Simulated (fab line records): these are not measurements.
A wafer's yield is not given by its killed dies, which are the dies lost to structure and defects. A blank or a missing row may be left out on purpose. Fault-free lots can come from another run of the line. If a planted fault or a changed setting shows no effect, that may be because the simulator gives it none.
Lot-split experiment | flow n5 finfet | route with 1938 steps; 7 lots, 21 wafers read

THE SPLIT ITSELF
At N5_MIM_BOT_LITHO_EXPOSE_05 (exposes mask MIM BOT), the setting dose mj was moved away from the recipe's 24.25 on 10 of the 21 wafers read, by -6.6% to +6.9%. All remaining wafers had this setting at the recipe value.

FROM THE SPLIT TO THE READING: what the file shows between them, 3 steps
- N5_MIM_BOT_LITHO_PEB_06
- N5_MIM_BOT_LITHO_DEVELOP_07: develop time 60 s
- N5_MIM_BOT_LITHO_HARDBAKE_09: time 120 s

THE READING
Shown in nm: cd nm at N5_MIM_BOT_LITHO_CD_MEAS_08, with target cd 3000 nm. Typical for fault-free wafers on this fab line: 3000.1 nm, with standard deviation 2 nm.

wafer  | tool, chamber at the split | dose mj as run | against the recipe | cd nm, nm | against lot-mates on the recipe
L077.4 | krf scanner-02, 0          | 25.93          | +6.9%              | 3013.7    | +13.5
L077.5 | krf scanner-02, 0          | 24.25          | recipe             | 3000.2    | -
L077.6 | krf scanner-02, 0          | 25.93          | +6.9%              | 3012.4    | +12.2
L082.2 | krf scanner-02, 0          | 24.25          | recipe             | 2998.4    | -
L082.5 | krf scanner-02, 0          | 24.25          | recipe             | 2997.4    | -
L082.6 | krf scanner-02, 0          | 24.25          | recipe             | 2996.8    | -
L085.3 | krf scanner-02, 0          | 24.25          | recipe             | 2999.6    | -
L085.4 | krf scanner-02, 0          | 22.92          | -5.5%              | 2986.4    | -13.2
L085.5 | krf scanner-02, 0          | 22.92          | -5.5%              | 2987.8    | -11.8
L087.3 | krf scanner-01, 0          | 24.25          | recipe             | 2999.4    | -
L087.4 | krf scanner-01, 0          | 22.66          | -6.6%              | 2987.2    | -12.2
L087.6 | krf scanner-01, 0          | 22.66          | -6.6%              | 2989.1    | -10.3
L091.1 | krf scanner-01, 0          | 25.69          | +5.9%              | 3008.9    | +8.9
L091.2 | krf scanner-01, 0          | 25.69          | +5.9%              | 3008.9    | +8.9
L091.3 | krf scanner-01, 0          | 24.25          | recipe             | 3000.0    | -
L092.1 | krf scanner-01, 0          | 25.07          | +3.4%              | 3002.5    | +1.8
L092.3 | krf scanner-01, 0          | 24.25          | recipe             | 3000.7    | -
L092.5 | krf scanner-01, 0          | 25.07          | +3.4%              | 3006.2    | +5.5
L095.1 | krf scanner-01, 0          | 24.25          | recipe             | 3001.1    | -
L095.2 | krf scanner-01, 0          | 24.25          | recipe             | 3000.9    | -
L095.5 | krf scanner-01, 0          | 24.25          | recipe             | 3000.4    | -

THE FIT
A straight line over all 21 wafers: cd nm changes by +1.85 nm for each +1% of dose mj; r = +0.98; the points scatter about the line by 1.6 nm.
The same after taking each lot's own level away (the mean of its wafers on the recipe; 21 wafers): +1.78 nm for each +1%; r = +0.98; scatter 1.4 nm.
On that fit, the largest move of dose mj shifts the reading by 12 nm.
Across the lots, their own levels run from 2997.53 to 3000.80 nm, a range of 1.6 times the standard deviation given above.
The two slopes are in agreement: the lot-to-lot level therefore moves the slope only a little.
Check: for one of the wafers moved furthest among these (+6.9%), held out of the fit, the line's prediction against its lot-mates is +11.4 nm. It came out at +13.5 nm against them.

THE OTHER SPLITS THESE WAFERS WENT THROUGH
Note: prior to the reading, these wafers also went through further splits. Each is held against what the fit with the lots' levels taken away leaves over:
other split on the same wafers | wafers away from the commonest value | r with cd nm (lot level and that fit taken away)
N5_BEOL_M14_PEB_08 peb temp c  | 4                                    | -0.17
N5_BEOL_M15_EXPOSE_25 dose mj  | 8                                    | -0.10
N5_BEOL_M15_PEB_26 peb time s  | 8                                    | +0.05

THE FILE'S OWN FIT
cd nm changes by +1.77 nm for each +1% of dose mj, r = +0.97.
